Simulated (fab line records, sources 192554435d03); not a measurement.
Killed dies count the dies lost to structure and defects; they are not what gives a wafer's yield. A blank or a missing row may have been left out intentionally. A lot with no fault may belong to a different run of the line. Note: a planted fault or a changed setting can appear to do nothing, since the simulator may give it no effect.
A lot that was struck, set against a sound lot -- flow n5-finfet -- 40 out of 1938 route steps
Sound: wafers L927.1, L927.2, L927.6. Struck: wafer L931.1 (L931.3, L931.5, from the same lot, were not struck and are left out); the cause is given at the end.
At each step with rows: each side's tool, then ch and its chambers, then its first start. Under that, the readings that differ: sound wafers -- struck wafers -- difference of the means -- sigmas: that difference in standard deviations of wafers without a fault.
alike: readings whose means differ by less than 2 such deviations, and words and numbers that are the same on both sides. not compared: withheld readings, readings that some wafer has no value for, bounds like >300 that may hide the same value, and numbers for which the record gives no deviation and whose values overlap.
The two part at a step that has a row with sigmas, a row that says differs or no value, or rows on one side only. Non-overlapping numbers with no deviation appear without sigmas and do not part them. A reading missing from all wafers of one side parts the sides only when that side holds two or more wafers.

first, 12 steps without rows for these wafers: N5_HKMG_FIN_STRIP_93 (strips SOC in N2/H2, time 20 s); N5_HKMG_FIN_WET_ETCH_76 (etches Al2O3 in dNH4OH, stops on La2O3, target depth 2.25 nm, rinse time 30 s); N5_HKMG_FIN_STRIP_60 (strips in N2/H2, time 360 s); N5_HKMG_FIN_WET_ETCH_77 (etches La2O3 in dHCl, stops on HfO2, target depth 2 nm); N5_HKMG_FIN_WET_ETCH_78 (etches Al2O3 in dNH4OH, stops on La2O3, target depth 4.5 nm, rinse time 30 s); N5_HKMG_FIN_ALD_79 (deposits TiN, target thk 1.5 nm, pulse time 1 s, purge time 3 s); N5_HKMG_FIN_CVD_62 (deposits a-Si from Si2H6, target thk 3 nm, time 20.8 s); N5_HKMG_FIN_RTA_80 (time 2 s); N5_HKMG_FIN_PRECLEAN_64 (cleans in dHF, time 30 s); N5_HKMG_FIN_WET_ETCH_65 (etches a-Si in TMAH, stops on TiN, time 49 s, target depth 3 nm); N5_HKMG_FIN_WET_ETCH_81 (etches TiN in SC1, stops on HfO2, time 57 s, target depth 6 nm); N5_HKMG_FIN_WET_ETCH_82 (etches La2O3 in dHCl, stops on HfO2, target depth 2 nm, rinse time 30 s).
N5_HKMG_FIN_ALD_36: deposits TiN, target thk 1 nm, pulse time 1 s, purge time 3 s.
  sound on ald-metal-01 ch 1,2, day 4 01:51; struck on ald-metal-01 ch 2, day 5 00:52
reading,sound,struck,difference,sigmas
ald-cycles,47 47 47,90,+43,
model.TiN_of_HKMG_FIN_ALD_36.thk-nm (nm),1 1 1,1.8,+0.8,
  alike: heater-power-w, precursor-pulse-height-rel
then, 25 steps without rows for these wafers: N5_HKMG_FIN_PWFM_ALD_03 (deposits TiN, target thk 2 nm, pulse time 1 s, purge time 3 s); N5_HKMG_FIN_COAT_29 (time 60 s, resist thk 300 nm); N5_HKMG_FIN_COAT_30 (time 60 s, resist thk 35 nm); N5_HKMG_FIN_COAT_06 (resist thk 90 nm); N5_HKMG_FIN_EBR_08; N5_HKMG_FIN_SOFTBAKE_07 (time 60 s); N5_HKMG_FIN_EXPOSE_09 (exposes mask NWFM); N5_HKMG_FIN_PEB_10 (peb time 60 s); N5_HKMG_FIN_DEVELOP_11 (develop time 30 s); N5_HKMG_FIN_DESCUM_17 (chemistry O2, time 7.9 s); N5_HKMG_FIN_ETCH_31 (etches SiARC in CF4, target depth 45.5 nm, time 75.8 s); N5_HKMG_FIN_ETCH_32 (etches SOC in N2/H2, target depth 240 nm, time 300 s); N5_HKMG_FIN_STRIP_33 (strips in N2/H2); N5_HKMG_FIN_STRIP_34 (strips in CF4); N5_HKMG_FIN_ETCH_35 (etches SOC in N2/H2, target depth 215.8 nm, time 243.4 s); N5_HKMG_FIN_STRIP_92 (strips SOC in N2/H2, time 20 s); N5_HKMG_FIN_WET_ETCH_18 (etches TiN in SC1, time 55 s, target depth 5.2 nm, rinse time 30 s); N5_HKMG_FIN_STRIP_19 (strips in N2/H2, time 360 s); N5_HKMG_FIN_ALD_91 (deposits TiN, target thk 1 nm, pulse time 1 s, purge time 3 s); N5_HKMG_FIN_COAT_85 (time 60 s, resist thk 300 nm); N5_HKMG_FIN_ETCH_86 (etches SOC in N2/H2, stops on TiN, target depth 393.2 nm); N5_HKMG_FIN_STRIP_89 (strips SOC in N2/H2, time 20 s); N5_HKMG_FIN_WET_ETCH_87 (etches TiN in SC1, time 154.2 s, target depth 4.7 nm, rinse time 30 s); N5_HKMG_FIN_STRIP_88 (strips in N2/H2, time 360 s); N5_HKMG_FIN_NWFM_ALD_20 (deposits TiAlC, target thk 2 nm, pulse time 3 s, purge time 2 s).
-- a jump in the record: the struck wafers' starts before and after are 4 days apart (it breaks off in module HKMG_FIN and resumes in module BEOL_M4, where the first step shown is number 1111 of the route) --
N5_BEOL_M4_RC_MEAS_101:
  sound on prober-02 ch 0, day 7 16:16; struck on prober-01 ch 0, day 8 18:02
reading,sound,struck,difference,sigmas
IOFF_P (nA/um),0.19 0.22 0.21,0.68,+0.47,+13
IOFF_P_85C (nA/um),3.3 3.7 3.6,9.8,+6.3,+12
IOFF_P_LIN (nA/um),0.095 0.105 0.102,0.306,+0.205,+16
IOFF_P_LONG (nA/um),0.000113 0.000104 0.000104,0.000217,+0.000110,+12
ION_P (uA/um),464 472 466,511,+44,+6
VT_P (mV),-253 -249 -252,-220,+31,+10
VT_P_LONG (mV),-273.2 -274.6 -277.0,-250.4,+24.5,+10
VT_P_LVT (mV),-99.1 -97.7 -97.2,-65.5,+32.5,+11
  alike: DIBL_N, DIBL_P, IOFF_N, ION_N, SS_N, SS_P, VT_N
-- the record jumps here: 4 days lie between the struck wafers' starts before and after (it left off in module BEOL_M4 and takes up again in module PASSIVATION, whose first step shown is number 1936 of the route) --
N5_PASSIVATION_PROBE_49:
  sound on prober-02 at day 11 23:57; struck on prober-02 at day 13 00:28
reading,sound,struck,difference,sigmas
killed_at_M4_up,9 14 8,24,+14,+2
sort_bin_4_leakage (%),0 0 0,47.80,+47.80,+99 or more
sort-n-pass,1088 1059 1087,506,-572,-32
sort-yield-pct (%),92.2 89.7 92.1,42.9,-48.4,-32
  alike: defect-limited-yield, killed_at_M0_to_M3, killed-at-contacts, killed-at-front-end, killed-at-other, killed-dies, killed-open, killed-short, sort_bin_5_function, sort_bin_6_memory

WHERE THEY PART
First at N5_BEOL_M4_RC_MEAS_101; last, within this record, at N5_PASSIVATION_PROBE_49.

WHY: what had been put in by the simulator
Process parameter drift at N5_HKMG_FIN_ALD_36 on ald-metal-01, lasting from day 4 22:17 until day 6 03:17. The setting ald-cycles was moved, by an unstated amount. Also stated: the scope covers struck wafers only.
